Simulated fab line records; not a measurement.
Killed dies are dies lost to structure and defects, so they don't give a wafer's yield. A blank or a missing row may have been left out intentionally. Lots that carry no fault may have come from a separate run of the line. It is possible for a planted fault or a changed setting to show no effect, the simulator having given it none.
fab line records + flow nandHarc
record
- lots=14
- wafers=40
- lastDay=24
route steps=1159 shown P_GATE@187
lots that met no fault: taken from a fault-free run of the same line
startH: the number of hours between the record's first day and the start of the first shown wafer of the lot + waitH: time in hours since the lot's previous step + " the same as in the row above + L1.1+2: one row covering several wafers at once + - value missing, or start not given + * or withheld: withheld + < > ~ a bound
route shown NAME@n: names a module that has steps shown in the file, with the first one's number in the route + usual: mean/standard deviation taken from wafers without a fault + same: alike in all rows + chamber/n: place in a boat + sites: each site's reading + _std_site: how widely they spread, as a standard deviation + _edge_site: outer sites' mean less inner sites' + radiusMm: how far each site lies from the wafer's centre + mask NAME#n: copy n + behind: the most recent tool/chamber to have shaped the wafer + hold: why the lot was held/for how many hours/how that ended + device: the n, p or np transistor that did not switch + end of line: tests run on the same wafers once the route is complete + step lacking rows: just its recipe + killed: count of dies lost to structure and defects at first sort (not the wafer's yield) + map: a wafer's dies, x killed, . not, _ none there
set.NAME: setting as actually run; set.NAME@STEP: the setting as run at that earlier step + model.NAME: the simulator's own value behind a step, which no gauge read
a sample of lots followed through the steps of the route, with each step as a table and each wafer as a row
services: from which hour (startH, from the record's first day; less than 0 if before it) a tool's chamber was out of use, for how many hours, and why
## steps
# step NHARC_P_GATE_DESCUM_61
# recipe
- timeS=3
- o2FlowSccm=200
- arFlowSccm=0
- biasPowerW=0
- chemistry=O2
# usual
- drypumpMotorCurrentA=5.6/0.46
- oesProductAu=1.000/0.012
- rfVppV=57.8/0.94
- showerheadPlenumPTorr=1.91/0.097
- throttleValvePct=11.311/0.0093
| lot.wafer | tool       | chamber | startH | waitH | drypumpMotorCurrentA | oesProductAu | rfHoursCounterH | rfVppV | showerheadPlenumPTorr | throttleValvePct |
|-----------|------------|---------|--------|-------|----------------------|--------------|-----------------|--------|-----------------------|------------------|
| L176.1    | rieDiel-03 | 2       | 107.88 | -     | 5.2                  | 1.019        | 20              | 58.3   | 2.07                  | 11.319           |
| L176.2    | "          | 1       | "      | "     | 4.7                  | 1.000        | 18              | 58.6   | 2.02                  | 11.324           |
| L176.6    | "          | 2       | "      | "     | 5.2                  | 1.019        | -               | 58.8   | 2.07                  | 11.301           |
| L179.2    | rieDiel-03 | 2       | 117.63 | -     | 5.2                  | 1.010        | 22              | 57.1   | 2.07                  | 11.307           |
| L179.4    | "          | 0       | "      | "     | 5.7                  | 0.996        | 26              | 58.1   | 1.97                  | 11.318           |
| L179.5    | "          | 3       | "      | "     | 5.3                  | 1.007        | -               | 59.1   | 1.81                  | 11.310           |
| L178.2    | rieDiel-01 | 3       | 120.94 | -     | 6.2                  | 1.009        | 28              | 58.0   | 1.90                  | 11.309           |
| L178.3    | "          | 0       | "      | "     | 5.7                  | 1.003        | 23              | 55.3   | 1.78                  | 11.308           |
| L178.5    | "          | 1       | "      | "     | 6.0                  | 1.000        | -               | 57.3   | 1.83                  | 11.316           |
| L180.2    | rieDiel-09 | 3       | 130.52 | -     | 5.6                  | 1.013        | 13              | 56.8   | 2.03                  | 11.299           |
| L180.5    | "          | 2       | "      | "     | 5.6                  | 0.984        | -               | 57.5   | 1.99                  | 11.311           |
| L180.6    | "          | 3       | "      | "     | 5.6                  | 1.031        | -               | 58.4   | 2.03                  | 11.303           |
| L183.2    | rieDiel-01 | 0       | 147.46 | -     | 5.7                  | 1.003        | 0               | 57.2   | 1.78                  | 11.304           |
| L183.6    | "          | 3       | "      | "     | 6.2                  | 1.001        | -               | 57.3   | 1.90                  | 11.318           |
| L183.4    | "          | 1       | "      | "     | 6.0                  | 0.990        | -               | 56.4   | 1.83                  | 11.304           |
| L182.1    | rieDiel-09 | 3       | 148.00 | -     | 5.6                  | 1.010        | 21              | 59.0   | 2.03                  | 11.299           |
| L182.4    | "          | 0       | "      | "     | 6.3                  | 0.982        | 20              | 57.8   | 1.98                  | 11.319           |
| L182.5    | "          | 3       | "      | "     | 5.6                  | 1.008        | -               | 58.3   | 2.03                  | 11.322           |
| L185.3    | rieDiel-09 | 1       | 155.17 | -     | 5.0                  | 1.010        | 21              | 57.1   | 1.81                  | 11.313           |
| L185.5    | "          | 0       | "      | "     | 6.4                  | 0.992        | -               | 59.0   | 1.98                  | 11.307           |
| L185.6    | "          | 1       | "      | "     | 5.0                  | 1.023        | -               | 56.2   | 1.81                  | 11.324           |
| L184.1    | rieDiel-03 | 2       | 156.92 | -     | 5.2                  | 1.009        | 42              | 58.2   | 2.06                  | 11.315           |
| L184.4    | "          | 3       | "      | "     | 5.3                  | 1.003        | 44              | 57.5   | 1.81                  | 11.304           |
| L184.6    | "          | 2       | "      | "     | 5.2                  | 1.009        | -               | 58.9   | 2.06                  | 11.308           |
| L186.2    | rieDiel-01 | 1       | 159.82 | -     | 6.1                  | 0.991        | 2               | 56.3   | 1.82                  | 11.307           |
| L186.4    | "          | 0       | "      | "     | 5.7                  | 1.008        | -               | 58.0   | 1.77                  | 11.316           |
| L186.5    | "          | 3       | "      | "     | 6.2                  | 1.001        | -               | 57.7   | 1.90                  | 11.324           |
| L187.3    | rieDiel-09 | 2       | 168.06 | -     | 5.6                  | 0.995        | 27              | 59.3   | 1.99                  | 11.293           |
| L187.4    | "          | 3       | "      | "     | 5.6                  | 1.014        | 29              | 58.8   | 2.03                  | 11.307           |
| L187.6    | "          | 2       | "      | "     | 5.6                  | 0.981        | -               | 57.7   | 1.99                  | 11.326           |
| L188.4    | rieDiel-03 | 2       | 183.55 | -     | 5.2                  | 1.020        | 52              | 58.3   | 2.06                  | 11.309           |
| L188.2    | "          | 1       | "      | "     | 4.7                  | 1.003        | 47              | 57.7   | 2.01                  | 11.309           |
| L188.5    | "          | 2       | "      | "     | 5.2                  | 1.013        | -               | 58.7   | 2.06                  | 11.316           |
| L189.2    | rieDiel-09 | 1       | 184.97 | -     | 5.0                  | 1.013        | 31              | 56.5   | 1.80                  | 11.297           |
| L189.1    | "          | 2       | "      | "     | 5.6                  | 0.984        | 32              | 57.8   | 1.99                  | 11.317           |
| L189.3    | "          | 0       | "      | "     | 6.3                  | 0.984        | 34              | 56.4   | 1.97                  | 11.313           |
| L193.1    | rieDiel-03 | 1       | 205.54 | -     | 4.7                  | 1.000        | 54              | 59.3   | 2.01                  | 11.310           |
| L193.2    | "          | 3       | "      | "     | 5.3                  | 0.999        | 60              | 57.7   | 1.80                  | 11.314           |
| L197.6    | rieDiel-09 | 2       | 229.62 | -     | 5.6                  | 0.981        | -               | 58.2   | 1.98                  | 11.308           |
| L197.5    | "          | 3       | "      | "     | 5.6                  | 1.014        | -               | 59.4   | 2.02                  | 11.310           |
# step NHARC_P_GATE_EXPOSE_88
# recipe
- na=0.6
- targetCdNm=2000
- doseMj=11.87
- maskId=P_HVN
# same
- na=0.6
| lot.wafer  | tool          | chamber | startH | waitH | mask    |
|------------|---------------|---------|--------|-------|---------|
| L176.1+2+6 | krfScanner-02 | 0       | 109.29 | -     | P_HVN#0 |
| L179.2+4+5 | krfScanner-03 | 0       | 118.90 | -     | P_HVN#0 |
| L178.2+3+5 | krfScanner-02 | 0       | 122.32 | -     | P_HVN#0 |
| L180.2+5+6 | krfScanner-04 | 0       | 131.91 | -     | P_HVN#0 |
| L183.2+4+6 | krfScanner-02 | 0       | 148.87 | -     | P_HVN#0 |
| L182.1+4+5 | krfScanner-03 | 0       | 149.39 | -     | P_HVN#0 |
| L185.3+5+6 | krfScanner-04 | 0       | 156.77 | -     | P_HVN#0 |
| L184.1+4+6 | krfScanner-04 | 0       | 158.17 | -     | P_HVN#0 |
| L186.2+4+5 | krfScanner-03 | 0       | 161.22 | -     | P_HVN#0 |
| L187.3+4+6 | krfScanner-02 | 0       | 169.49 | -     | P_HVN#0 |
| L188.2+4+5 | krfScanner-02 | 0       | 184.86 | -     | P_HVN#0 |
| L189.1+2+3 | krfScanner-03 | 0       | 186.36 | -     | P_HVN#0 |
| L193.1+2   | krfScanner-03 | 0       | 206.82 | -     | P_HVN#0 |
| L197.5+6   | krfScanner-03 | 0       | 230.86 | -     | P_HVN#0 |
# step NHARC_P_GATE_CD_MEAS_91
# recipe
- targetCdNm=2000
- landingEnergyEv=500
# usual
- cdNm=1998.9/2
| lot.wafer | tool     | chamber | startH | waitH | cdNm   |
|-----------|----------|---------|--------|-------|--------|
| L176.1    | cdSem-03 | 0       | 109.45 | -     | 1997.4 |
| L176.2    | "        | 0       | "      | "     | 2001.2 |
| L176.6    | "        | 0       | "      | "     | 1997.5 |
| L179.2    | cdSem-01 | 0       | 119.05 | -     | 1997.8 |
| L179.4    | "        | 0       | "      | "     | 2002.8 |
| L179.5    | "        | 0       | "      | "     | 1997.4 |
| L178.2    | cdSem-02 | 0       | 122.48 | -     | 2000.2 |
| L178.3    | "        | 0       | "      | "     | 1995.7 |
| L178.5    | "        | 0       | "      | "     | 1999.9 |
| L180.2    | cdSem-01 | 0       | 132.06 | -     | 1997.3 |
| L180.5    | "        | 0       | "      | "     | 1998.8 |
| L180.6    | "        | 0       | "      | "     | 1998.4 |
| L183.2    | cdSem-03 | 0       | 149.03 | -     | 1998.4 |
| L183.4    | "        | 0       | "      | "     | 1998.3 |
| L183.6    | "        | 0       | "      | "     | 1997.6 |
| L182.1    | cdSem-03 | 0       | 149.55 | -     | 1998.8 |
| L182.4    | "        | 0       | "      | "     | 1999.1 |
| L182.5    | "        | 0       | "      | "     | 1999.3 |
| L185.3    | cdSem-01 | 0       | 156.92 | -     | 1999.3 |
| L185.5    | "        | 0       | "      | "     | 1998.2 |
| L185.6    | "        | 0       | "      | "     | 2000.1 |
| L184.1    | cdSem-02 | 0       | 158.33 | -     | 2000.4 |
| L184.4    | "        | 0       | "      | "     | 2000.0 |
| L184.6    | "        | 0       | "      | "     | 2001.9 |
| L186.2    | cdSem-01 | 0       | 161.37 | -     | 2001.7 |
| L186.4    | "        | 0       | "      | "     | 2000.6 |
| L186.5    | "        | 0       | "      | "     | 1999.8 |
| L187.3    | cdSem-02 | 0       | 169.64 | -     | 2001.0 |
| L187.4    | "        | 0       | "      | "     | 2001.9 |
| L187.6    | "        | 0       | "      | "     | 2000.7 |
| L188.2    | cdSem-03 | 0       | 185.01 | -     | 1998.0 |
| L188.4    | "        | 0       | "      | "     | 2001.1 |
| L188.5    | "        | 0       | "      | "     | 1999.1 |
| L189.1    | cdSem-01 | 0       | 186.52 | -     | 1996.5 |
| L189.2    | "        | 0       | "      | "     | 1996.7 |
| L189.3    | "        | 0       | "      | "     | 1996.9 |
| L193.1    | cdSem-01 | 0       | 206.98 | -     | 2025.8 |
| L193.2    | "        | 0       | "      | "     | 2000.3 |
| L197.5    | cdSem-01 | 0       | 231.01 | -     | 1997.7 |
| L197.6    | "        | 0       | "      | "     | 2021.1 |
# step NHARC_P_GATE_STRIP_113
# recipe
- powerW=1500
- tempC=110
- timeS=740
- chemistry=N2/H2
# usual
- drypumpMotorCurrentA=5.99/0.23
- heaterPowerW=93/5.6
| lot.wafer | tool           | chamber | startH | waitH | drypumpMotorCurrentA | heaterPowerW | rfHoursCounterH |
|-----------|----------------|---------|--------|-------|----------------------|--------------|-----------------|
| L176.2    | plasmaAsher-01 | 0       | 109.98 | 0.2   | 5.89                 | 89           | 0               |
| L176.1    | "              | 1       | "      | "     | 6.27                 | 94           | 0               |
| L176.6    | "              | 1       | "      | "     | 6.30                 | 93           | -               |
| L179.2    | plasmaAsher-01 | 1       | 119.93 | 0.5   | 6.27                 | 94           | 3               |
| L179.4    | "              | 0       | "      | "     | 5.83                 | 88           | -               |
| L179.5    | "              | 0       | "      | "     | 5.87                 | 89           | -               |
| L178.2    | plasmaAsher-02 | 1       | 123.00 | 0.2   | 5.66                 | 87           | 33              |
| L178.3    | "              | 1       | "      | "     | 5.67                 | 87           | -               |
| L178.5    | "              | 0       | "      | "     | 6.12                 | 100          | -               |
| L180.2    | plasmaAsher-01 | 0       | 132.59 | 0.2   | 5.82                 | 89           | 6               |
| L180.6    | "              | 0       | "      | "     | 5.84                 | 90           | -               |
| L180.5    | "              | 1       | "      | "     | 6.29                 | 94           | -               |
| L183.2    | plasmaAsher-01 | 1       | 149.71 | 0.3   | 6.30                 | 92           | 13              |
| L183.4    | "              | 1       | "      | "     | 6.29                 | 94           | -               |
| L183.6    | "              | 0       | "      | "     | 5.90                 | 89           | -               |
| L182.1    | plasmaAsher-02 | 1       | 150.49 | 0.6   | 5.72                 | 86           | 44              |
| L182.4    | "              | 1       | "      | "     | 5.66                 | 86           | -               |
| L182.5    | "              | 0       | "      | "     | 6.10                 | 102          | -               |
| L185.3    | plasmaAsher-02 | 1       | 157.68 | 0.4   | 5.64                 | 88           | -               |
| L185.6    | "              | 1       | "      | "     | 5.63                 | 88           | -               |
| L185.5    | "              | 0       | "      | "     | 6.12                 | 105          | -               |
| L184.1    | plasmaAsher-01 | 1       | 158.88 | 0.2   | 6.32                 | 96           | 17              |
| L184.4    | "              | 1       | "      | "     | 6.32                 | 94           | -               |
| L184.6    | "              | 0       | "      | "     | 5.87                 | 91           | -               |
| L186.2    | plasmaAsher-01 | 1       | 162.10 | 0.3   | 6.27                 | 93           | 18              |
| L186.4    | "              | 0       | "      | "     | 5.84                 | 92           | -               |
| L186.5    | "              | 1       | "      | "     | 6.27                 | 93           | -               |
| L187.4    | plasmaAsher-02 | 1       | 170.40 | 0.3   | 5.66                 | 86           | -               |
| L187.3    | "              | 0       | "      | "     | 6.13                 | 102          | -               |
| L187.6    | "              | 0       | "      | "     | 6.12                 | 101          | -               |
| L188.2    | plasmaAsher-01 | 1       | 185.67 | 0.3   | 6.22                 | 94           | 26              |
| L188.4    | "              | 1       | "      | "     | 6.28                 | 95           | -               |
| L188.5    | "              | 0       | "      | "     | 5.86                 | 90           | -               |
| L189.1    | plasmaAsher-01 | 1       | 187.17 | 0.3   | 6.30                 | 94           | 27              |
| L189.2    | "              | 0       | "      | "     | 5.88                 | 91           | 27              |
| L189.3    | "              | 1       | "      | "     | 6.27                 | 95           | -               |
| L193.2    | plasmaAsher-01 | 0       | 207.54 | 0.2   | 5.89                 | 92           | 35              |
| L193.1    | "              | 1       | "      | "     | 6.24                 | 94           | 35              |
| L197.5    | plasmaAsher-01 | 1       | 232.30 | 0.7   | 6.22                 | 94           | -               |
| L197.6    | "              | 0       | "      | "     | 5.88                 | 90           | -               |
# step NHARC_P_GATE_RTA_80
# recipe
- tempC=300
- timeS=30
# usual
- lampPowerPct=2.22/0.16
- wafer_temp_C_max=301.2/0.32
| lot.wafer | tool         | chamber | startH | waitH | lampPowerPct | wafer_temp_C_max |
|-----------|--------------|---------|--------|-------|--------------|------------------|
| L176.1    | rtpAnneal-02 | 0       | 111.87 | -     | 2.35         | 301.4            |
| L176.2    | "            | 0       | "      | "     | 2.35         | 301.2            |
| L176.6    | "            | 0       | "      | "     | 2.35         | 301.3            |
| L179.2    | rtpAnneal-02 | 0       | 121.74 | -     | 2.36         | 300.7            |
| L179.4    | "            | 0       | "      | "     | 2.36         | 301.0            |
| L179.5    | "            | 0       | "      | "     | 2.36         | 301.1            |
| L178.2    | rtpAnneal-01 | 0       | 124.92 | -     | 2.03         | 301.7            |
| L178.3    | "            | 0       | "      | "     | 2.03         | 301.2            |
| L178.5    | "            | 0       | "      | "     | 2.03         | 301.7            |
| L180.2    | rtpAnneal-01 | 0       | 134.50 | -     | 2.04         | 301.2            |
| L180.5    | "            | 0       | "      | "     | 2.04         | 301.4            |
| L180.6    | "            | 0       | "      | "     | 2.04         | 302.3            |
| L183.2    | rtpAnneal-01 | 0       | 151.76 | -     | 2.03         | 301.4            |
| L183.4    | "            | 0       | "      | "     | 2.03         | 301.5            |
| L183.6    | "            | 0       | "      | "     | 2.03         | 301.1            |
| L182.1    | rtpAnneal-02 | 0       | 152.39 | -     | 2.36         | 301.0            |
| L182.4    | "            | 0       | "      | "     | 2.36         | 300.8            |
| L182.5    | "            | 0       | "      | "     | 2.36         | 300.5            |
| L185.3    | rtpAnneal-02 | 0       | 159.40 | -     | 2.35         | 301.4            |
| L185.5    | "            | 0       | "      | "     | 2.35         | 301.2            |
| L185.6    | "            | 0       | "      | "     | 2.35         | 301.3            |
| L184.1    | rtpAnneal-01 | 0       | 160.76 | -     | 2.03         | 301.1            |
| L184.4    | "            | 0       | "      | "     | 2.03         | 301.4            |
| L184.6    | "            | 0       | "      | "     | 2.03         | 301.2            |
| L186.2    | rtpAnneal-02 | 0       | 164.07 | -     | 2.36         | 300.9            |
| L186.4    | "            | 0       | "      | "     | 2.36         | 300.9            |
| L186.5    | "            | 0       | "      | "     | 2.36         | 301.2            |
| L187.3    | rtpAnneal-02 | 0       | 172.10 | -     | 2.36         | 300.9            |
| L187.4    | "            | 0       | "      | "     | 2.36         | 301.4            |
| L187.6    | "            | 0       | "      | "     | 2.36         | 300.9            |
| L188.2    | rtpAnneal-01 | 0       | 187.58 | -     | 2.03         | 301.1            |
| L188.4    | "            | 0       | "      | "     | 2.03         | 300.8            |
| L188.5    | "            | 0       | "      | "     | 2.03         | 302.2            |
| L189.1    | rtpAnneal-02 | 0       | 189.06 | -     | 2.36         | 300.8            |
| L189.2    | "            | 0       | "      | "     | 2.36         | 301.3            |
| L189.3    | "            | 0       | "      | "     | 2.36         | 301.5            |
| L193.1    | rtpAnneal-02 | 0       | 209.44 | -     | 2.36         | 300.9            |
| L193.2    | "            | 0       | "      | "     | 2.35         | 301.5            |
| L197.5    | rtpAnneal-01 | 0       | 234.03 | -     | 2.04         | 301.4            |
| L197.6    | "            | 0       | "      | "     | 2.04         | 301.8            |
## services
| tool           | chamber | startH | hours | kind                        |
|----------------|---------|--------|-------|-----------------------------|
| rieDiel-09     | 0       | 86.10  | -     | clean                       |
| rieDiel-09     | 1       | 86.10  | -     | clean                       |
| rieDiel-09     | 1       | 86.10  | -     | consumableReplace:focusRing |
| rieDiel-09     | 2       | 86.10  | -     | clean                       |
| rieDiel-09     | 2       | 86.10  | -     | consumableReplace:focusRing |
| plasmaAsher-01 | -       | 99.36  | 9.0   | pm                          |
| plasmaAsher-01 | 0       | 99.36  | 9.0   | ventCycle                   |
| plasmaAsher-01 | 1       | 99.36  | 9.0   | ventCycle                   |
| plasmaAsher-01 | 0       | 108.36 | -     | clean                       |
| plasmaAsher-01 | 1       | 108.36 | -     | clean                       |
| krfScanner-02  | -       | 111.89 | 2.9   | repair                      |
| krfScanner-04  | -       | 113.69 | 1.4   | repair                      |
| krfScanner-04  | -       | 126.00 | 4.0   | pm                          |
| rieDiel-01     | -       | 137.84 | 9.0   | pm                          |
| plasmaAsher-01 | -       | 140.36 | 1.9   | repair                      |
| krfScanner-03  | -       | 156.61 | 1.5   | repair                      |
| rieDiel-03     | -       | 167.17 | 1.2   | repair                      |
| krfScanner-03  | -       | 168.00 | 4.0   | pm                          |
| plasmaAsher-02 | -       | 183.00 | 9.0   | pm                          |
| krfScanner-03  | -       | 200.03 | 2.9   | repair                      |
| rieDiel-03     | 2       | 209.91 | 12.3  | repair                      |
| krfScanner-02  | -       | 210.00 | 4.0   | pm                          |
| rieDiel-03     | -       | 215.33 | 9.0   | pm                          |
| rieDiel-09     | 3       | 216.37 | 5.0   | repair                      |
## key
firstSign
- step=NHARC_P_GATE_CD_MEAS_91
- reading=cdNm
- direction=up
- sigmas=12
- usual=1998.9
- struck=2023.4
effect none on later readings
metAt NHARC_P_GATE_EXPOSE_88
struckLots L193,L197
struckWafers L193.1,L197.6
sortLeftOut L193.1,L197.6
testerLeftOut L193,L197
notActingAt NHARC_P_GATE_DESCUM_61,NHARC_P_GATE_STRIP_113,NHARC_P_GATE_RTA_80
onsetBetween 186.36 206.82
fault
- kind=processParameterDrift
- tool=krfScanner-03
- chamber=-
- onsetH=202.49
- steps=NHARC_P_GATE_EXPOSE_88
- channel=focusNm
- offset=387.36
- shape=step
- endH=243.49
- scope=struckWafersOnly
# testerLeftOut: of these lots the tester's yield and bins aren't shown, on N5 and GAA mostly nor the transistor test; their killed dies are dies lost to structure and defects alone, not to doping, threshold or leakage, so they don't give the yield
# sortLeftOut: the simulated sort isn't trusted on such a fault, so these wafers' sort isn't shown, and their yield isn't known
